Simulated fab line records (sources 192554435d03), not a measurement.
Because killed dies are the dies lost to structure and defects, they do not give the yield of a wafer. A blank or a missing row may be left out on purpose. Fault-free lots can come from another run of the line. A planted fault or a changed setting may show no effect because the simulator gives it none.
Chamber matching || flow n5_finfet || N5_MOL_CONTACT_COAG_CMP_28 on cmp-01: 4 sister chambers
The step polishes, stops on SiNx, t overpolish 0.85 s, target thk 14.522 nm. 14 wafers are shown with their chamber, then 7 later ones without.

## WAFERS, EACH WITH ITS CHAMBER
{"wafer": "L074.1", "chamber": 3, "motor_current_A (A)": 11.7, "time_to_endpoint_s (s)": 3.9, "platen_rpm (rpm)": 51.820}
{"wafer": "L074.3", "chamber": 2, "motor_current_A (A)": 11.4, "time_to_endpoint_s (s)": 5.2, "platen_rpm (rpm)": 51.761}
{"wafer": "L074.6", "chamber": 0, "motor_current_A (A)": 12.2, "time_to_endpoint_s (s)": 6.6, "platen_rpm (rpm)": 51.806}
{"wafer": "L076.2", "chamber": 3, "motor_current_A (A)": 11.7, "time_to_endpoint_s (s)": 5.4, "platen_rpm (rpm)": 51.816}
{"wafer": "L076.3", "chamber": 0, "motor_current_A (A)": 12.1, "time_to_endpoint_s (s)": 4.8, "platen_rpm (rpm)": 51.777}
{"wafer": "L076.6", "chamber": 3, "motor_current_A (A)": 12.4, "time_to_endpoint_s (s)": 3.4, "platen_rpm (rpm)": 51.811}
{"wafer": "L077.3", "chamber": 2, "motor_current_A (A)": 11.1, "time_to_endpoint_s (s)": 4.3, "platen_rpm (rpm)": 51.792}
{"wafer": "L077.4", "chamber": 1, "motor_current_A (A)": 13.3, "time_to_endpoint_s (s)": 6.7, "platen_rpm (rpm)": 51.842}
{"wafer": "L077.6", "chamber": 1, "motor_current_A (A)": 12.2, "time_to_endpoint_s (s)": 3.8, "platen_rpm (rpm)": 51.743}
{"wafer": "L082.2", "chamber": 1, "motor_current_A (A)": 13.0, "time_to_endpoint_s (s)": 5.3, "platen_rpm (rpm)": 51.793}
{"wafer": "L082.3", "chamber": 2, "motor_current_A (A)": 11.3, "time_to_endpoint_s (s)": 2.1, "platen_rpm (rpm)": 51.799}
{"wafer": "L082.6", "chamber": 1, "motor_current_A (A)": 13.0, "time_to_endpoint_s (s)": 5.6, "platen_rpm (rpm)": 51.815}
{"wafer": "L086.2", "chamber": 2, "motor_current_A (A)": 10.7, "time_to_endpoint_s (s)": 3.4, "platen_rpm (rpm)": 51.833}
{"wafer": "L086.3", "chamber": 1, "motor_current_A (A)": 13.1, "time_to_endpoint_s (s)": 6.3, "platen_rpm (rpm)": 51.785}

SIGNATURES (means of the wafers above)
{"reading": "motor_current_A", "chamber 0": 12.150, "chamber 1": 12.920, "chamber 2": 11.125, "chamber 3": 11.933, "scatter within a chamber": 0.364}
{"reading": "time_to_endpoint_s", "chamber 0": 5.700, "chamber 1": 5.540, "chamber 2": 3.750, "chamber 3": 4.233, "scatter within a chamber": 1.19}
{"reading": "platen_rpm", "chamber 0": 51.79150, "chamber 1": 51.79560, "chamber 2": 51.79625, "chamber 3": 51.81567, "scatter within a chamber": 0.0291}
Rule: a wafer's distance from a chamber is the root of the sum, over the readings, of the square of ((its reading less the chamber's mean) divided by the reading's scatter). The wafer belongs to the nearest chamber; if the next one is less than 2 further off, it can't be placed. How the scatter is found: for the shown wafers, subtract from each reading the mean of its chamber, square and add these, divide the total by (wafers less chambers), then take the root.

## WAFERS WHOSE CHAMBER IS MISSING
{"wafer": "L086.5", "motor_current_A (A)": 11.6, "time_to_endpoint_s (s)": 6.1, "platen_rpm (rpm)": 51.842}
{"wafer": "L088.1", "motor_current_A (A)": 12.8, "time_to_endpoint_s (s)": 3.5, "platen_rpm (rpm)": 51.830}
{"wafer": "L088.3", "motor_current_A (A)": 13.1, "time_to_endpoint_s (s)": 3.5, "platen_rpm (rpm)": 51.812}
{"wafer": "L088.4", "motor_current_A (A)": 11.3, "time_to_endpoint_s (s)": 3.9, "platen_rpm (rpm)": 51.783}
{"wafer": "L096.2", "motor_current_A (A)": 12.8, "time_to_endpoint_s (s)": 2.8, "platen_rpm (rpm)": 51.806}
{"wafer": "L096.4", "motor_current_A (A)": 10.9, "time_to_endpoint_s (s)": 2.0, "platen_rpm (rpm)": 51.842}
{"wafer": "L096.5", "motor_current_A (A)": 11.1, "time_to_endpoint_s (s)": 3.7, "platen_rpm (rpm)": 51.781}

## WHICH CHAMBER EACH ONE RAN IN
{"wafer": "L086.5", "from the rows above": "can't be placed: 3 or 0 or 2 or 1", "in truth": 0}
{"wafer": "L088.1", "from the rows above": "can't be placed: 1 or 3 or 0", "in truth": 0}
{"wafer": "L088.3", "from the rows above": "can't be placed: 1 or 3 or 0", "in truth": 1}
{"wafer": "L088.4", "from the rows above": "can't be placed: 2 or 3", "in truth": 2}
{"wafer": "L096.2", "from the rows above": "can't be placed: 1 or 3 or 0", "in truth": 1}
{"wafer": "L096.4", "from the rows above": "can't be placed: 2 or 3", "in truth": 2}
{"wafer": "L096.5", "from the rows above": 2, "in truth": 2}
1 of 7 placed correctly. Not placeable from these rows: 6 (in 6, the candidates include the true chamber). Placed wrongly: 0.
